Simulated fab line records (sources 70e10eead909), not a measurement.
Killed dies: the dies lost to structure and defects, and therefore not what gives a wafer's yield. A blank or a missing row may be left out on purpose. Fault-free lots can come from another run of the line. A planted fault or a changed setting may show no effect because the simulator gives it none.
Which tool is to blame? | flow nand_harc | Sampling: 6 lots, 18 wafers, 4 of 1302 route steps

WHAT THE GAUGES SHOWED, per wafer
NHARC_P_M0_INSPECT_27.
lot  | measured     | on                | raw_defect_count
L834 | day 6 21:41  | defect_inspect-01 | 296 234 270
L843 | day 10 18:10 | defect_inspect-02 | 325 236 564
L849 | day 13 02:40 | defect_inspect-01 | 304 245 485
L851 | day 14 02:05 | defect_inspect-01 | 233 245 504
L853 | day 14 21:31 | defect_inspect-02 | 325 172 400
L855 | day 15 14:29 | defect_inspect-02 | 245 355 261

WHAT TOOL EACH LOT RAN ON (gives the tool, then ch and the chambers of the sampled wafers, and finally the start)
lot  | NHARC_P_CONTACT_STRIP_28           | NHARC_P_M0_ECD_22              | NHARC_P_M0_CMP_23
L834 | rie_diel-12 ch 1,2,3, day 6 15:53  | ecd_cu-02 ch 0,1, day 6 20:25  | cmp-03 ch 0,1,2, day 6 21:08
L843 | rie_diel-12 ch 0,2,3, day 10 12:27 | ecd_cu-02 ch 1, day 10 17:02   | cmp-03 ch 1,2, day 10 17:42
L849 | rie_diel-12 ch 0,1,2, day 12 20:55 | ecd_cu-01 ch 0,1, day 13 01:29 | cmp-02 ch 0,1,3, day 13 02:12
L851 | rie_diel-12 ch 0,1, day 13 20:17   | ecd_cu-01 ch 0,1, day 14 00:53 | cmp-01 ch 0,1,3, day 14 01:37
L853 | rie_diel-12 ch 1,2,3, day 14 15:50 | ecd_cu-02 ch 0,1, day 14 20:18 | cmp-01 ch 1,2,3, day 14 21:04
L855 | rie_diel-12 ch 0,1,2, day 15 08:48 | ecd_cu-02 ch 0, day 15 13:17   | cmp-02 ch 0,2, day 15 14:02
- NHARC_P_CONTACT_STRIP_28: strips in O2.
- NHARC_P_M0_ECD_22: material Cu, target thk 400 nm.
- NHARC_P_M0_CMP_23: polishes, t overpolish 20 s, target thk 117.54 nm.

THE ANSWER, worked out from the rows above alone
Rule: what is usual is taken from the lots themselves. The widest of any qualifying gaps counts: lots, ordered by their means at a reading, are off when they make up no more than a third of the lots, leave a main group of 4 or more, and stand apart from it by 3 or more times the standard deviation of that group's means. The tables above print the reading to a certain number of digits; a main group whose means all agree to those digits is not used. A lot without any number at a reading at which 4 lots or more have one is off too. All remaining lots with rows at the step are treated as sound.
No lot is off at any reading shown: from this, nothing can be told.

WHAT THE SIMULATOR HAD INSERTED
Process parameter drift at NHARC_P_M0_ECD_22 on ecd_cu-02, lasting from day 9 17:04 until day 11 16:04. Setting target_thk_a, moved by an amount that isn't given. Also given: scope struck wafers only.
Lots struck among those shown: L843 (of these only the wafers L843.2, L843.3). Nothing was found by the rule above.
